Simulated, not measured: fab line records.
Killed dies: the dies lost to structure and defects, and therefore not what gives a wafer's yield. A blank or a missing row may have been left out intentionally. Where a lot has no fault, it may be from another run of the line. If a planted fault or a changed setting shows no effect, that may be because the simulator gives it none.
Which tool is to blame? | flow n5 finfet | 24 lots, 72 wafers sampled, at 5 steps of a route of 1938

== WHAT EACH GAUGE READ, for each wafer ==
N5_BEOL_M11_INSPECT_30: inspects for defects (brightfield).
lot  | measured     | on                | raw defect count
L074 | day 10 09:38 | defect inspect-01 | 308 377 409
L075 | day 10 18:19 | defect inspect-01 | 311 282 421
L076 | day 11 13:34 | defect inspect-02 | 444 448 357
L077 | day 11 15:45 | defect inspect-02 | 375 312 416
L078 | day 11 15:55 | defect inspect-02 | 446 312 395
L079 | day 11 23:51 | defect inspect-01 | 358 336 297
L081 | day 12 06:24 | defect inspect-01 | 338 263 285
L082 | day 12 08:38 | defect inspect-01 | 361 378 380
L080 | day 12 08:56 | defect inspect-02 | 439 331 543
L083 | day 12 20:05 | defect inspect-02 | 450 461 406
L086 | day 13 15:19 | defect inspect-02 | 248 262 359
L085 | day 13 19:33 | defect inspect-02 | 363 419 395
L084 | day 13 19:43 | defect inspect-02 | 498 578 562
L087 | day 13 21:54 | defect inspect-01 | 392 362 275
L088 | day 14 01:35 | defect inspect-02 | 315 458 412
L090 | day 14 16:07 | defect inspect-01 | 355 346 327
L089 | day 14 16:17 | defect inspect-02 | 403 461 257
L092 | day 15 01:11 | defect inspect-01 | 441 345 352
L091 | day 15 03:28 | defect inspect-01 | 444 513 314
L094 | day 15 09:14 | defect inspect-02 | 408 322 352
L093 | day 15 16:30 | defect inspect-01 | 295 243 345
L095 | day 15 22:16 | defect inspect-02 | 317 388 525
L096 | day 16 01:05 | defect inspect-01 | 601 332 466
L097 | day 16 10:58 | defect inspect-01 | 445 349 340

N5_BEOL_M12_CD_MEAS_28 targets a cd of 160.2 nm.
lot  | measured     | on        | cd nm (nm)
L074 | day 10 14:31 | cd sem-01 | 160.4 160.2 159.0
L075 | day 10 23:06 | cd sem-03 | 159.9 158.1 160.7
L076 | day 11 19:22 | cd sem-02 | 161.7 157.1 160.2
L077 | day 11 22:43 | cd sem-01 | 160.2 160.7 162.9
L078 | day 11 22:10 | cd sem-03 | 161.6 158.3 163.2
L079 | day 12 05:00 | cd sem-01 | 157.9 158.7 161.0
L081 | day 12 12:14 | cd sem-02 | 160.4 161.5 161.0
L082 | day 12 13:59 | cd sem-01 | 159.9 163.1 159.3
L080 | day 12 14:32 | cd sem-03 | 159.9 157.6 159.8
L083 | day 13 02:40 | cd sem-02 | 158.6 159.3 160.3
L086 | day 13 20:10 | cd sem-02 | 160.0 159.0 160.2
L085 | day 14 00:02 | cd sem-02 | 161.1 159.5 160.1
L084 | day 14 00:41 | cd sem-02 | 159.6 156.3 159.3
L087 | day 14 03:34 | cd sem-02 | 159.5 160.3 158.6
L088 | day 14 08:04 | cd sem-02 | 159.4 159.4 159.8
L090 | day 14 20:53 | cd sem-02 | 159.9 162.9 161.1
L089 | day 14 21:49 | cd sem-03 | 160.7 163.7 161.8
L092 | day 15 06:17 | cd sem-03 | 160.6 159.9 159.5
L091 | day 15 08:30 | cd sem-02 | 161.1 161.9 160.6
L094 | day 15 20:19 | cd sem-03 | 159.9 159.4 161.9
L093 | day 15 21:37 | cd sem-03 | 160.1 160.6 161.2
L095 | day 16 04:34 | cd sem-01 | 157.2 157.5 160.2
L096 | day 16 06:16 | cd sem-02 | 159.8 160.0 159.7
L097 | day 16 16:11 | cd sem-01 | 160.5 159.7 159.3

N5_BEOL_M12_INSPECT_30: inspects for defects (macro).
lot  | measured     | on                | raw defect count
L074 | day 10 14:34 | defect inspect-01 | 2 5 4
L075 | day 10 23:09 | defect inspect-01 | 3 1 0
L076 | day 11 19:25 | defect inspect-02 | 2 4 2
L077 | day 11 22:46 | defect inspect-02 | 4 1 2
L078 | day 11 22:13 | defect inspect-02 | 0 2 1
L079 | day 12 05:04 | defect inspect-01 | 3 1 3
L081 | day 12 12:17 | defect inspect-01 | 2 0 1
L082 | day 12 14:02 | defect inspect-02 | 1 2 2
L080 | day 12 14:35 | defect inspect-02 | 3 3 1
L083 | day 13 02:43 | defect inspect-02 | 2 3 0
L086 | day 13 20:13 | defect inspect-02 | 2 0 3
L085 | day 14 00:05 | defect inspect-02 | 2 0 1
L084 | day 14 00:44 | defect inspect-02 | 3 1 2
L087 | day 14 03:37 | defect inspect-02 | 3 1 5
L088 | day 14 08:07 | defect inspect-02 | 1 4 3
L090 | day 14 20:56 | defect inspect-02 | 1 0 2
L089 | day 14 21:53 | defect inspect-02 | 1 3 1
L092 | day 15 06:20 | defect inspect-01 | 1 1 2
L091 | day 15 08:33 | defect inspect-01 | 2 3 3
L094 | day 15 20:22 | defect inspect-02 | 4 2 3
L093 | day 15 21:40 | defect inspect-01 | 1 4 0
L095 | day 16 04:38 | defect inspect-02 | 1 0 2
L096 | day 16 06:19 | defect inspect-01 | 1 1 2
L097 | day 16 16:15 | defect inspect-02 | 2 1 3

N5_BEOL_M12_OCD_MEAS_35.
lot  | measured     | on     | trench depth nm (nm)
L074 | day 10 15:19 | ocd-02 | 320 314 316
L075 | day 10 23:59 | ocd-02 | 322 314 318
L076 | day 11 19:59 | ocd-02 | 314 320 313
L077 | day 11 23:19 | ocd-02 | 320 319 315
L078 | day 11 22:46 | ocd-01 | 314 316 320
L079 | day 12 05:37 | ocd-01 | 318 321 317
L081 | day 12 12:50 | ocd-01 | 321 316 315
L082 | day 12 14:35 | ocd-01 | 315 313 318
L080 | day 12 15:08 | ocd-01 | 326 317 327
L083 | day 13 03:17 | ocd-01 | 329 316 319
L086 | day 13 20:47 | ocd-01 | 314 321 319
L085 | day 14 00:57 | ocd-02 | 315 318 318
L084 | day 14 01:57 | ocd-02 | 315 322 324
L087 | day 14 04:11 | ocd-02 | 316 315 315
L088 | day 14 09:10 | ocd-01 | 315 325 316
L090 | day 14 21:30 | ocd-02 | 308 313 317
L089 | day 14 22:26 | ocd-02 | 311 322 316
L092 | day 15 06:53 | ocd-01 | 322 317 314
L091 | day 15 09:09 | ocd-02 | 318 318 315
L094 | day 15 20:55 | ocd-02 | 322 319 320
L093 | day 15 22:13 | ocd-01 | 325 331 321
L095 | day 16 05:11 | ocd-01 | 325 319 316
L096 | day 16 07:03 | ocd-02 | 313 319 318
L097 | day 16 16:52 | ocd-02 | 321 324 322

== EACH LOT AND THE TOOL THAT RAN IT (in order: tool; ch and the chambers of the sampled wafers; start) ==
lot  | N5_BEOL_M11_TRENCH_ETCH_37
L074 | rie diel-03 ch 1,2,3, day 10 14:31 or earlier
L075 | rie diel-02 ch 1,2, day 10 23:06 or earlier
L076 | rie diel-03 ch 0,1,2, day 11 19:22 or earlier
L077 | rie diel-03 ch 0,1, day 11 22:43 or earlier
L078 | rie diel-03 ch 0,3, day 11 22:10 or earlier
L079 | rie diel-03 ch 0,1, day 12 05:00 or earlier
L081 | rie diel-02 ch 0,2, day 12 12:14 or earlier
L082 | rie diel-04 ch 0,1,3, day 12 13:59 or earlier
L080 | rie diel-03 ch 2,3, day 12 14:32 or earlier
L083 | rie diel-03 ch 0,3, day 13 02:40 or earlier
L086 | rie diel-03 ch 0,1,3, day 13 20:10 or earlier
L085 | rie diel-04 ch 1,2,3, day 14 00:02 or earlier
L084 | rie diel-03 ch 0,2,3, day 14 00:41 or earlier
L087 | rie diel-03 ch 0,1,3, day 14 03:34 or earlier
L088 | rie diel-04 ch 2,3, day 14 08:04 or earlier
L090 | rie diel-02 ch 2,3, day 14 20:53 or earlier
L089 | rie diel-02 ch 2,3, day 14 21:49 or earlier
L092 | rie diel-02 ch 2,3, day 15 06:17 or earlier
L091 | rie diel-02 ch 0,3, day 15 08:30 or earlier
L094 | rie diel-04 ch 2,3, day 15 20:19 or earlier
L093 | rie diel-03 ch 0,1, day 15 21:37 or earlier
L095 | rie diel-04 ch 1,2,3, day 16 04:34 or earlier
L096 | rie diel-03 ch 0,1,2, day 16 06:16 or earlier
L097 | rie diel-03 ch 1,3, day 16 16:11 or earlier
- N5_BEOL_M11_TRENCH_ETCH_37: etches SiCOH lowk in C4F6/O2, target depth 148.83 nm, time 48 s.

== WHAT THE TOOLS THEMSELVES READ (means of the sampled wafers that have a number; where no wafer has one, the mark that the record gives instead) ==
N5_BEOL_M11_TRENCH_ETCH_37.
lot  | tool        | drypump motor current A (A) | mfc ar sccm (sccm) | oes product au (a.u.) | rf vpp V (V) | showerhead plenum p Torr (Torr) | throttle valve pct (%)
L074 | rie diel-03 | 5.7                         | 300.1              | 0.72                  | 662          | 2.78                            | 20.95
L075 | rie diel-02 | 6.1                         | 300.3              | 0.73                  | 662          | 2.79                            | 20.78
L076 | rie diel-03 | 5.9                         | 300.9              | 0.80                  | 667          | 2.88                            | 20.82
L077 | rie diel-03 | 6.3                         | 300.7              | 0.79                  | 668          | 2.88                            | 20.90
L078 | rie diel-03 | 5.7                         | 299.3              | 0.89                  | 673          | 2.93                            | 20.92
L079 | rie diel-03 | 6.1                         | 300.7              | 0.88                  | 673          | 2.96                            | 20.85
L081 | rie diel-02 | 5.8                         | 300.0              | 0.74                  | 668          | 2.87                            | 20.81
L082 | rie diel-04 | 6.1                         | 300.7              | 0.70                  | 669          | 2.87                            | 21.14
L080 | rie diel-03 | 5.3                         | 300.6              | 0.70                  | 662          | 2.75                            | 21.04
L083 | rie diel-03 | 5.7                         | 300.0              | 0.85                  | 673          | 2.93                            | 20.92
L086 | rie diel-03 | 5.9                         | 299.7              | 0.77                  | 667          | 2.85                            | 21.00
L085 | rie diel-04 | 5.8                         | 299.6              | 0.70                  | 665          | 2.90                            | 21.00
L084 | rie diel-03 | 5.5                         | 300.6              | 0.78                  | 668          | 2.85                            | 20.92
L087 | rie diel-03 | 5.9                         | 299.6              | 0.77                  | 669          | 2.85                            | 21.00
L088 | rie diel-04 | 5.6                         | 300.0              | 0.70                  | 663          | 2.86                            | 20.97
L090 | rie diel-02 | 6.3                         | 299.4              | 0.76                  | 667          | 2.84                            | 20.81
L089 | rie diel-02 | 6.5                         | 300.0              | 0.82                  | 669          | 2.87                            | 20.84
L092 | rie diel-02 | 6.4                         | 298.9              | 0.81                  | 670          | 2.87                            | 20.84
L091 | rie diel-02 | 5.6                         | 300.1              | 0.80                  | 676          | 2.95                            | 20.90
L094 | rie diel-04 | 5.8                         | 300.3              | 0.70                  | 670          | 2.90                            | 21.02
L093 | rie diel-03 | 6.1                         | 300.3              | 0.82                  | 673          | 2.95                            | 20.88
L095 | rie diel-04 | 5.8                         | 300.6              | 0.69                  | 664          | 2.90                            | 21.01
L096 | rie diel-03 | 5.9                         | 300.2              | 0.74                  | 667          | 2.87                            | 20.87
L097 | rie diel-03 | 6.1                         | 299.0              | 0.68                  | 661          | 2.76                            | 21.09

== THE ANSWER, worked out from the rows above alone ==
Rule: what is usual is taken from the lots themselves. The widest of any qualifying gaps counts: lots, ordered by their means at a reading, are off when they make up no more than a third of the lots, leave a main group of 4 or more, and stand apart from it by 3 or more times the standard deviation of that group's means. If all means in a main group match to the digits the tables above print for the reading, that group is not used. A lot without any number at a reading at which 4 lots or more have one is off too. All remaining lots with rows at the step are treated as sound. After the gauges, taken in route order, come the tools' own readings; for these a lot's mean is taken, as printed above. The first step at which some lot is off is used, and at that step the reading that is off furthest; a lot without a number counts as furthest.
No lot is off at any reading shown: from this, nothing can be told.

== WHAT WAS PUT IN BY THE SIMULATOR ==
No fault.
